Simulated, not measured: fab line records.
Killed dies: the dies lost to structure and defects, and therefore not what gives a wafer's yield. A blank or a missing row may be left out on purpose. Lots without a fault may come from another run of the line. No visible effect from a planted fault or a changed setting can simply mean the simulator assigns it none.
Matching of chambers / flow n5_finfet / N5_BEOL_M5_ILD_DEP_00 on pecvd-03 has 3 sister chambers
The step deposits SiCOH lowk from DEMS/porogen, target thk 140.64 nm, time 25.9 s. 3 wafers are shown with their chamber, then 7 later ones without.

WAFERS PAIRED WITH THEIR CHAMBERS
wafer=L909.6; chamber=1; heater_power_w (W)=257
wafer=L914.3; chamber=2; heater_power_w (W)=344
wafer=L914.5; chamber=0; heater_power_w (W)=191

WAFERS WHOSE CHAMBER IS MISSING
wafer=L914.6; heater_power_w (W)=219
wafer=L917.1; heater_power_w (W)=381
wafer=L917.3; heater_power_w (W)=207
wafer=L917.6; heater_power_w (W)=306
wafer=L919.2; heater_power_w (W)=313
wafer=L919.3; heater_power_w (W)=225
wafer=L919.6; heater_power_w (W)=231

THE CHAMBER EACH PASSED THROUGH
wafer=L914.6; from the rows above=can't be placed: 0 or 1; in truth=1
wafer=L917.1; from the rows above=2; in truth=2
wafer=L917.3; from the rows above=can't be placed: 0 or 1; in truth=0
wafer=L917.6; from the rows above=can't be placed: 2 or 1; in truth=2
wafer=L919.2; from the rows above=can't be placed: 2 or 1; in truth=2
wafer=L919.3; from the rows above=can't be placed: 1 or 0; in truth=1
wafer=L919.6; from the rows above=can't be placed: 1 or 0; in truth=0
1 of 7 placed correctly. Can't be placed from these rows: 6 (the true chamber is among the candidates in 6). Number placed wrongly: 0.
How it was worked out, from the rows above alone: a wafer's distance from a chamber is the root of the sum, over the readings, of the square of ((its reading less the chamber's mean) divided by the reading's scatter). If the next closest chamber is less than 2 further off than the closest, the wafer can't be placed; otherwise it belongs to the closest. The mean given for a chamber averages the wafers shown for that chamber. The scatter: with one shown wafer a chamber, the root of the mean of the squares of how far each hidden wafer lies from its nearest shown one.
